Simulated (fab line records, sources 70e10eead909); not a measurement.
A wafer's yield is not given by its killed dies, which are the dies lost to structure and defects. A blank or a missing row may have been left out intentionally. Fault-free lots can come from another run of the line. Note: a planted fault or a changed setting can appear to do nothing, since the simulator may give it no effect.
Which tool is to blame? || flow nand-harc || 11 lots, 33 wafers sampled, at 6 steps of a route of 1159

## WHAT EACH GAUGE READ, for each wafer
NHARC_A_SLIT_CD_MEAS_09 targets a cd of 300 nm.
{"lot": "L610", "measured": "day 15 10:31", "on": "cd-sem-03", "cd-nm (nm)": "299.9 299.1 298.5"}
{"lot": "L614", "measured": "day 15 16:23", "on": "cd-sem-02", "cd-nm (nm)": "300.2 299.9 300.3"}
{"lot": "L615", "measured": "day 16 05:54", "on": "cd-sem-02", "cd-nm (nm)": "298.9 299.5 300.1"}
{"lot": "L616", "measured": "day 16 12:59", "on": "cd-sem-01", "cd-nm (nm)": "300.4 300.6 300.0"}
{"lot": "L618", "measured": "day 17 16:58", "on": "cd-sem-02", "cd-nm (nm)": "300.1 300.7 300.8"}
{"lot": "L622", "measured": "day 18 00:26", "on": "cd-sem-02", "cd-nm (nm)": "300.3 299.4 299.6"}
{"lot": "L626", "measured": "day 18 15:46", "on": "cd-sem-02", "cd-nm (nm)": "300.5 300.2 300.9"}
{"lot": "L627", "measured": "day 18 21:31", "on": "cd-sem-01", "cd-nm (nm)": "299.4 298.8 300.0"}
{"lot": "L628", "measured": "day 19 07:16", "on": "cd-sem-01", "cd-nm (nm)": "300.2 299.8 300.5"}
{"lot": "L629", "measured": "day 19 08:01", "on": "cd-sem-02", "cd-nm (nm)": "301.1 301.0 300.6"}
{"lot": "L630", "measured": "day 20 09:08", "on": "cd-sem-01", "cd-nm (nm)": "299.9 299.2 299.4"}

NHARC_A_SIN_REMOVE_INSPECT_04.
{"lot": "L610", "measured": "day 15 23:19", "on": "defect-inspect-02", "raw-defect-count": "203 203 405"}
{"lot": "L614", "measured": "day 16 04:04", "on": "defect-inspect-01", "raw-defect-count": "267 249 249"}
{"lot": "L615", "measured": "day 16 17:11", "on": "defect-inspect-01", "raw-defect-count": "197 246 267"}
{"lot": "L616", "measured": "day 17 02:41", "on": "defect-inspect-02", "raw-defect-count": "200 270 215"}
{"lot": "L618", "measured": "day 18 04:28", "on": "defect-inspect-02", "raw-defect-count": "378 225 270"}
{"lot": "L622", "measured": "day 18 12:04", "on": "defect-inspect-01", "raw-defect-count": "218 190 171"}
{"lot": "L626", "measured": "day 19 01:05", "on": "defect-inspect-01", "raw-defect-count": "230 257 171"}
{"lot": "L627", "measured": "day 19 08:47", "on": "defect-inspect-02", "raw-defect-count": "731 776 699"}
{"lot": "L628", "measured": "day 19 19:49", "on": "defect-inspect-02", "raw-defect-count": "270 242 367"}
{"lot": "L629", "measured": "day 19 19:49", "on": "defect-inspect-01", "raw-defect-count": "636 755 606"}
{"lot": "L630", "measured": "day 20 19:50", "on": "defect-inspect-01", "raw-defect-count": "323 257 419"}

NHARC_END_SORT_01.
{"lot": "L614", "measured": "day 21 08:00", "on": "prober-01", "killed-at-array": "40 29 30", "killed-at-other": "1 1 1", "killed-at-periphery": "1 4 2", "killed-dies": "42 34 33", "killed-open": "2 1 3", "killed-short": "1 1 1"}
{"lot": "L616", "measured": "day 22 07:00", "on": "prober-01", "killed-at-array": "24 24", "killed-at-other": "0 0", "killed-at-periphery": "2 2", "killed-dies": "26 26", "killed-open": "2 4", "killed-short": "3 1"}
{"lot": "L627", "measured": "day 24 19:19", "on": "prober-02", "killed-at-array": "104 102 107", "killed-at-other": "0 0 0", "killed-at-periphery": "1 5 3", "killed-dies": "105 107 110", "killed-open": "4 6 6", "killed-short": "2 0 0"}
{"lot": "L629", "measured": "day 24 11:40", "on": "prober-01", "killed-at-array": "89 96 90", "killed-at-other": "1 0 1", "killed-at-periphery": "0 6 7", "killed-dies": "90 102 98", "killed-open": "2 3 5", "killed-short": "3 4 4"}

## WHAT TOOL EACH LOT RAN ON (gives the tool, then ch and the chambers of the sampled wafers, and finally the start)
{"lot": "L610", "NHARC_A_SLIT_DESCUM_14": "rie-diel-07 ch 1,2,3, day 15 10:43", "NHARC_A_SLIT_ETCH_26": "har-etch-01 ch 0,1, day 15 17:05", "NHARC_A_SLIT_STRIP_18": "rie-diel-06 ch 2,3, day 15 23:19 or earlier"}
{"lot": "L614", "NHARC_A_SLIT_DESCUM_14": "rie-diel-02 ch 2,3, day 15 16:35", "NHARC_A_SLIT_ETCH_26": "har-etch-02 ch 1, day 15 18:50", "NHARC_A_SLIT_STRIP_18": "rie-diel-06 ch 0,1, day 16 04:04 or earlier"}
{"lot": "L615", "NHARC_A_SLIT_DESCUM_14": "rie-diel-02 ch 0,1,3, day 16 06:05", "NHARC_A_SLIT_ETCH_26": "har-etch-01 ch 0,1, day 16 08:22", "NHARC_A_SLIT_STRIP_18": "rie-diel-02 ch 0,2,3, day 16 17:11 or earlier"}
{"lot": "L616", "NHARC_A_SLIT_DESCUM_14": "rie-diel-06 ch 0,1,2, day 16 13:11", "NHARC_A_SLIT_ETCH_26": "har-etch-01 ch 0,1, day 16 17:49", "NHARC_A_SLIT_STRIP_18": "rie-diel-02 ch 0,3, day 17 02:41 or earlier"}
{"lot": "L618", "NHARC_A_SLIT_DESCUM_14": "rie-diel-02 ch 1,3, day 17 17:08", "NHARC_A_SLIT_ETCH_26": "har-etch-02 ch 0,1, day 17 19:36", "NHARC_A_SLIT_STRIP_18": "rie-diel-02 ch 0,3, day 18 04:28 or earlier"}
{"lot": "L622", "NHARC_A_SLIT_DESCUM_14": "rie-diel-06 ch 1,2, day 18 00:37", "NHARC_A_SLIT_ETCH_26": "har-etch-01 ch 0,1, day 18 03:10", "NHARC_A_SLIT_STRIP_18": "rie-diel-02 ch 1,2, day 18 12:04 or earlier"}
{"lot": "L626", "NHARC_A_SLIT_DESCUM_14": "rie-diel-02 ch 0,2,3, day 18 15:58", "NHARC_A_SLIT_ETCH_26": "har-etch-01 ch 0,1, day 18 18:37", "NHARC_A_SLIT_STRIP_18": "rie-diel-02 ch 2,3, day 19 01:05 or earlier"}
{"lot": "L627", "NHARC_A_SLIT_DESCUM_14": "rie-diel-07 ch 0,2, day 18 21:43", "NHARC_A_SLIT_ETCH_26": "har-etch-01 ch 0,1, day 18 23:56", "NHARC_A_SLIT_STRIP_18": "rie-diel-02 ch 0,3, day 19 08:47 or earlier"}
{"lot": "L628", "NHARC_A_SLIT_DESCUM_14": "rie-diel-06 ch 1,2, day 19 07:28", "NHARC_A_SLIT_ETCH_26": "har-etch-02 ch 1, day 19 10:58", "NHARC_A_SLIT_STRIP_18": "rie-diel-02 ch 0,2,3, day 19 19:49 or earlier"}
{"lot": "L629", "NHARC_A_SLIT_DESCUM_14": "rie-diel-02 ch 2,3, day 19 08:13", "NHARC_A_SLIT_ETCH_26": "har-etch-01 ch 0,1, day 19 11:25", "NHARC_A_SLIT_STRIP_18": "rie-diel-07 ch 1,2, day 19 19:49 or earlier"}
{"lot": "L630", "NHARC_A_SLIT_DESCUM_14": "rie-diel-02 ch 0,1,2, day 20 09:19", "NHARC_A_SLIT_ETCH_26": "har-etch-02 ch 0,1, day 20 12:40", "NHARC_A_SLIT_STRIP_18": "rie-diel-06 ch 1,2,3, day 20 19:50 or earlier"}
- NHARC_A_SLIT_DESCUM_14: chemistry O2, time 3 s.
- NHARC_A_SLIT_ETCH_26: etches the open film in C4F8/O2/Ar, time 90 s, target depth 400 nm.
- NHARC_A_SLIT_STRIP_18: strips in O2.

## AS READ BY THE TOOLS THEMSELVES (means over the sampled wafers that have a number; for cases with no such wafer, the mark the record gives instead)
NHARC_A_SLIT_DESCUM_14.
{"lot": "L610", "tool": "rie-diel-07", "drypump-motor-current-A (A)": 5.52, "oes-product-au (a.u.)": 0.999, "rf-vpp-V (V)": 58.4, "showerhead-plenum-p-Torr (Torr)": 1.99, "throttle-valve-pct (%)": 11.317}
{"lot": "L614", "tool": "rie-diel-02", "drypump-motor-current-A (A)": 5.95, "oes-product-au (a.u.)": 0.998, "rf-vpp-V (V)": 58.8, "showerhead-plenum-p-Torr (Torr)": 1.90, "throttle-valve-pct (%)": 11.308}
{"lot": "L615", "tool": "rie-diel-02", "drypump-motor-current-A (A)": 5.90, "oes-product-au (a.u.)": 0.996, "rf-vpp-V (V)": 57.4, "showerhead-plenum-p-Torr (Torr)": 1.90, "throttle-valve-pct (%)": 11.312}
{"lot": "L616", "tool": "rie-diel-06", "drypump-motor-current-A (A)": 5.97, "oes-product-au (a.u.)": 1.004, "rf-vpp-V (V)": 58.3, "showerhead-plenum-p-Torr (Torr)": 1.91, "throttle-valve-pct (%)": 11.309}
{"lot": "L618", "tool": "rie-diel-02", "drypump-motor-current-A (A)": 5.92, "oes-product-au (a.u.)": 1.004, "rf-vpp-V (V)": 58.2, "showerhead-plenum-p-Torr (Torr)": 1.85, "throttle-valve-pct (%)": 11.312}
{"lot": "L622", "tool": "rie-diel-06", "drypump-motor-current-A (A)": 5.89, "oes-product-au (a.u.)": 1.009, "rf-vpp-V (V)": 58.1, "showerhead-plenum-p-Torr (Torr)": 1.92, "throttle-valve-pct (%)": 11.318}
{"lot": "L626", "tool": "rie-diel-02", "drypump-motor-current-A (A)": 5.90, "oes-product-au (a.u.)": 1.001, "rf-vpp-V (V)": 57.4, "showerhead-plenum-p-Torr (Torr)": 1.94, "throttle-valve-pct (%)": 11.305}
{"lot": "L627", "tool": "rie-diel-07", "drypump-motor-current-A (A)": 6.23, "oes-product-au (a.u.)": 0.990, "rf-vpp-V (V)": 58.1, "showerhead-plenum-p-Torr (Torr)": 1.94, "throttle-valve-pct (%)": 11.307}
{"lot": "L628", "tool": "rie-diel-06", "drypump-motor-current-A (A)": 5.87, "oes-product-au (a.u.)": 0.996, "rf-vpp-V (V)": 57.4, "showerhead-plenum-p-Torr (Torr)": 1.92, "throttle-valve-pct (%)": 11.317}
{"lot": "L629", "tool": "rie-diel-02", "drypump-motor-current-A (A)": 5.94, "oes-product-au (a.u.)": 1.003, "rf-vpp-V (V)": 57.6, "showerhead-plenum-p-Torr (Torr)": 1.89, "throttle-valve-pct (%)": 11.311}
{"lot": "L630", "tool": "rie-diel-02", "drypump-motor-current-A (A)": 5.95, "oes-product-au (a.u.)": 0.994, "rf-vpp-V (V)": 58.0, "showerhead-plenum-p-Torr (Torr)": 1.95, "throttle-valve-pct (%)": 11.302}

NHARC_A_SLIT_ETCH_26.
{"lot": "L610", "tool": "har-etch-01", "drypump-motor-current-A (A)": 5.8, "showerhead-plenum-p-Torr (Torr)": 3.70, "throttle-valve-pct (%)": 27.609}
{"lot": "L614", "tool": "har-etch-02", "drypump-motor-current-A (A)": 5.1, "showerhead-plenum-p-Torr (Torr)": 3.56, "throttle-valve-pct (%)": 27.614}
{"lot": "L615", "tool": "har-etch-01", "drypump-motor-current-A (A)": 5.8, "showerhead-plenum-p-Torr (Torr)": 3.69, "throttle-valve-pct (%)": 27.620}
{"lot": "L616", "tool": "har-etch-01", "drypump-motor-current-A (A)": 5.5, "showerhead-plenum-p-Torr (Torr)": 3.64, "throttle-valve-pct (%)": 27.616}
{"lot": "L618", "tool": "har-etch-02", "drypump-motor-current-A (A)": 5.6, "showerhead-plenum-p-Torr (Torr)": 3.62, "throttle-valve-pct (%)": 27.626}
{"lot": "L622", "tool": "har-etch-01", "drypump-motor-current-A (A)": 5.8, "showerhead-plenum-p-Torr (Torr)": 3.68, "throttle-valve-pct (%)": 27.625}
{"lot": "L626", "tool": "har-etch-01", "drypump-motor-current-A (A)": 5.9, "showerhead-plenum-p-Torr (Torr)": 3.68, "throttle-valve-pct (%)": 27.618}
{"lot": "L627", "tool": "har-etch-01", "drypump-motor-current-A (A)": 5.5, "showerhead-plenum-p-Torr (Torr)": 3.63, "throttle-valve-pct (%)": 27.616}
{"lot": "L628", "tool": "har-etch-02", "drypump-motor-current-A (A)": 5.2, "showerhead-plenum-p-Torr (Torr)": 3.53, "throttle-valve-pct (%)": 27.621}
{"lot": "L629", "tool": "har-etch-01", "drypump-motor-current-A (A)": 5.8, "showerhead-plenum-p-Torr (Torr)": 3.67, "throttle-valve-pct (%)": 27.622}
{"lot": "L630", "tool": "har-etch-02", "drypump-motor-current-A (A)": 5.5, "showerhead-plenum-p-Torr (Torr)": 3.61, "throttle-valve-pct (%)": 27.620}

NHARC_A_SLIT_STRIP_18.
{"lot": "L610", "tool": "rie-diel-06", "drypump-motor-current-A (A)": 5.9, "oes-product-au (a.u.)": 1.008, "rf-vpp-V (V)": 57.3, "showerhead-plenum-p-Torr (Torr)": 3.51, "throttle-valve-pct (%)": 17.035}
{"lot": "L614", "tool": "rie-diel-06", "drypump-motor-current-A (A)": 6.0, "oes-product-au (a.u.)": 1.001, "rf-vpp-V (V)": 57.6, "showerhead-plenum-p-Torr (Torr)": 3.52, "throttle-valve-pct (%)": 17.032}
{"lot": "L615", "tool": "rie-diel-02", "drypump-motor-current-A (A)": 5.9, "oes-product-au (a.u.)": 0.996, "rf-vpp-V (V)": 57.3, "showerhead-plenum-p-Torr (Torr)": 3.58, "throttle-valve-pct (%)": 17.039}
{"lot": "L616", "tool": "rie-diel-02", "drypump-motor-current-A (A)": 5.8, "oes-product-au (a.u.)": 1.010, "rf-vpp-V (V)": 58.0, "showerhead-plenum-p-Torr (Torr)": 3.56, "throttle-valve-pct (%)": 17.048}
{"lot": "L618", "tool": "rie-diel-02", "drypump-motor-current-A (A)": 5.8, "oes-product-au (a.u.)": 0.995, "rf-vpp-V (V)": 57.8, "showerhead-plenum-p-Torr (Torr)": 3.55, "throttle-valve-pct (%)": 17.042}
{"lot": "L622", "tool": "rie-diel-02", "drypump-motor-current-A (A)": 6.0, "oes-product-au (a.u.)": 1.000, "rf-vpp-V (V)": 58.2, "showerhead-plenum-p-Torr (Torr)": 3.62, "throttle-valve-pct (%)": 17.042}
{"lot": "L626", "tool": "rie-diel-02", "drypump-motor-current-A (A)": 5.9, "oes-product-au (a.u.)": 1.002, "rf-vpp-V (V)": 58.2, "showerhead-plenum-p-Torr (Torr)": 3.60, "throttle-valve-pct (%)": 17.046}
{"lot": "L627", "tool": "rie-diel-02", "drypump-motor-current-A (A)": 5.8, "oes-product-au (a.u.)": 1.007, "rf-vpp-V (V)": 58.0, "showerhead-plenum-p-Torr (Torr)": 3.55, "throttle-valve-pct (%)": 17.044}
{"lot": "L628", "tool": "rie-diel-02", "drypump-motor-current-A (A)": 5.9, "oes-product-au (a.u.)": 1.002, "rf-vpp-V (V)": 57.5, "showerhead-plenum-p-Torr (Torr)": 3.57, "throttle-valve-pct (%)": 17.044}
{"lot": "L629", "tool": "rie-diel-07", "drypump-motor-current-A (A)": 5.5, "oes-product-au (a.u.)": 0.998, "rf-vpp-V (V)": 58.7, "showerhead-plenum-p-Torr (Torr)": 3.69, "throttle-valve-pct (%)": 17.032}
{"lot": "L630", "tool": "rie-diel-06", "drypump-motor-current-A (A)": 5.9, "oes-product-au (a.u.)": 1.001, "rf-vpp-V (V)": 56.6, "showerhead-plenum-p-Torr (Torr)": 3.50, "throttle-valve-pct (%)": 17.038}

## THE ANSWER, worked out from the rows above alone
Rule: what is usual is taken from the lots themselves. Put in order of their means at a reading, lots are off if they are a third of the lots or fewer, leave a main group of 4 or more, and stand apart from it by a gap of 3 or more times the standard deviation of the main group's means; of several such gaps the widest counts. A main group is skipped when, at the precision printed for the reading in the tables above, its means are all equal. A lot without any number at a reading at which 4 lots or more have one is off too. Where the step has rows for the other lots, those lots are counted as sound. The gauges are gone through in route order, then the tools' own readings, and for those a lot's mean is taken as printed above. At the first step where some lot is off, the reading lying furthest off is the one used; lots without a number count as furthest.
Off: L627, L629, at NHARC_A_SIN_REMOVE_INSPECT_04 (raw-defect-count). The main group: mean 258, standard deviation 41.
If a tool, at a process step before that reading, ran all the lots that are off and no sound lot after the first of them, it fits. The gauges at NHARC_A_SIN_REMOVE_INSPECT_04 are tried like those tools. NHARC_A_SLIT_STRIP_18: start missing for some lots; hours and lot order therefore follow NHARC_A_SIN_REMOVE_INSPECT_04. One candidate fits, namely har-etch-01 at NHARC_A_SLIT_ETCH_26. A fault onset in the window from L626 (day 18 18:37, its last sound lot) to L627 (day 18 23:56, its first lot off) fits.

## WHAT THE SIMULATOR PUT IN
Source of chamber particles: har-etch-01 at NHARC_A_SLIT_ETCH_26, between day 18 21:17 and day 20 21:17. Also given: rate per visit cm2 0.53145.
Lots struck among those shown: L627, L629. The rule given above showed the same thing.
